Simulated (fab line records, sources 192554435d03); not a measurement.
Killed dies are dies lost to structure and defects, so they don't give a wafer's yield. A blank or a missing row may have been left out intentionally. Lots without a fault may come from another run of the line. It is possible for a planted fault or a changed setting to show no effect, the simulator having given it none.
Matching of chambers -- flow n5Finfet -- N5_HKMG_FIN_ETCH_31 on rieDiel-01: 4 sister chambers
The step etches SiARC in CF4, target depth 45.5 nm, time 75.8 s. 4 wafers are shown with their chamber, then 10 later ones without.

## WAFERS, EACH WITH ITS CHAMBER
wafer,chamber,showerheadPlenumPTorr (Torr)
L086.1,2,2.04
L086.4,1,2.20
L089.1,0,2.11
L089.3,3,2.18

## WAFERS WITHOUT THEIR CHAMBER
wafer,showerheadPlenumPTorr (Torr)
L089.4,2.11
L091.1,2.20
L091.2,2.11
L091.4,2.03
L096.1,2.18
L096.5,2.11
L096.6,2.18
L097.1,2.11
L097.3,2.19
L097.5,2.18

## EACH ONE'S CHAMBER
wafer,from the rows above,in truth
L089.4,0,0
L091.1,1,1
L091.2,0,0
L091.4,2,2
L096.1,3,3
L096.5,0,0
L096.6,3,3
L097.1,0,0
L097.3,can't be placed: 3 or 1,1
L097.5,3,3
Correctly placed: 9 of 10. Can't be placed from these rows: 1 (the true chamber is among the candidates in 1). 0 placed wrongly.
How it was worked out, from the rows above alone: a wafer's distance from a chamber is the root of the sum, over the readings, of the square of ((its reading less the chamber's mean) divided by the reading's scatter). If the next closest chamber is less than 2 further off than the closest, the wafer can't be placed; otherwise it belongs to the closest. A chamber's mean is the mean of its shown wafers. The scatter (one wafer shown for each chamber): square how far every hidden wafer sits from the nearest shown wafer, average those squares and take the square root.
